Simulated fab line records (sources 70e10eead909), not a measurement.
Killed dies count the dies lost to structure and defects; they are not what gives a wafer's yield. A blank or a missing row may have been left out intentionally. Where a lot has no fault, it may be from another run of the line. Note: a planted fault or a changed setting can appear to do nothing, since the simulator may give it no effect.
8D (eight disciplines) problem report, filled in by code ; flow nand_harc ; the parts of the form that need people (team, actions taken, sign-off) are left out

1. THE PROBLEM
Wafers without a fault read 59, standard deviation 21; killed_at_array at NHARC_END_SORT_01 reads a mean of 672 on 2 wafers belonging to 2 lots. Measured from the usual mean, that is +29 standard deviations.
Seen first at day 27 20:01 on prober-02, wafer L514.6. At this step, 21 wafers from 8 lots have a number in the record. By rule, "out" or "out of limits" means more than 4 standard deviations away from the usual mean. The rest of the wafers with a number are treated as sound.

2. WHAT IT IS, WHAT IT ISN'T
question;is;is not
which readings at this step;killed_at_array, killed_dies;killed_at_other, killed_at_periphery, killed_open
which lots;L514, L517;L510, L524, L526, L527, L528, L529
which wafers of those lots;L514.6, L517.3;L514.4, L514.5, L517.2, L517.4
read on which gauges;prober-01, prober-02;-
when;from day 27 20:01;"up to then (5 sound wafers); but 14 sound wafers of L517, L524, L526, L527, L528, L529 came after"

3. THE SUSPECTS, EACH WITH WHAT RULES IT OUT
Counting: a tool at a process step up to the reading stays a suspect if it ran every lot that is out. Sound lots after the first of them don't rule it out here, since some wafers of a struck lot are sound.
- the gauge at NHARC_END_SORT_01: ruled out. 2 gauges (prober-01, prober-02) read the wafers that are out.
- pecvd-03 at NHARC_A_CHANNEL_HOLE_D1_DEP_01 (deposits SiON, target thk 140 nm): kept. It ran every lot that is out, first L514 (day 11 16:20).
- rie_metal-03 at NHARC_THIN_TSV_ETCH_59 (etches the open film in Cl2/BCl3, target depth 880 nm, time 138.1 s): kept. Every lot that is out went through it, the first being L514 (day 27 06:16); the last sound lot it ran before that was L510 (day 26 20:52).
Left after counting: pecvd-03 at NHARC_A_CHANNEL_HOLE_D1_DEP_01, rie_metal-03 at NHARC_THIN_TSV_ETCH_59.

4. THE CAUSE (what the simulator had put in)
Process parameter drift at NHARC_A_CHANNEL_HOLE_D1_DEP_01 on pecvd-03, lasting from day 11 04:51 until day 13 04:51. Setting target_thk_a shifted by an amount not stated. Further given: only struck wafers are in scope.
After counting, 2 suspects remain, this tool included.

5. SEQUENCE OF EFFECTS, ordered by route
Each row: a reading whose mean over the struck wafers that have a number lies more than 3 standard deviations from the usual. Readings are gone through only where the record gives a usual standard deviation; hours: the median, over the lots, of the time from a lot's start at the first step in this table giving one to that lot's start at this step; sigmas: the change measured in usual standard deviations.
hours;step;reading;usual;on struck wafers;change;sigmas
0;NHARC_END_SORT_01;killed_at_array;59;672;+613;+29
0;NHARC_END_SORT_01;killed_dies;64;674;+610;+29

6. WHAT WOULD HAVE CAUGHT IT SOONER
The first out-of-limits reading at a measuring or inspecting step in this record came at day 27 20:01, 399 hours after the fault's start at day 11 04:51.
Of the tool readings at NHARC_A_CHANNEL_HOLE_D1_DEP_01 for which the record gives a usual standard deviation, none was out on any struck wafer, so an alarm limit of 4 standard deviations on them would not have fired.
Lots out: 2; all had begun NHARC_A_CHANNEL_HOLE_D1_DEP_01 on pecvd-03 by day 27 20:01. None of them would have been spared by holding the tool at that moment.
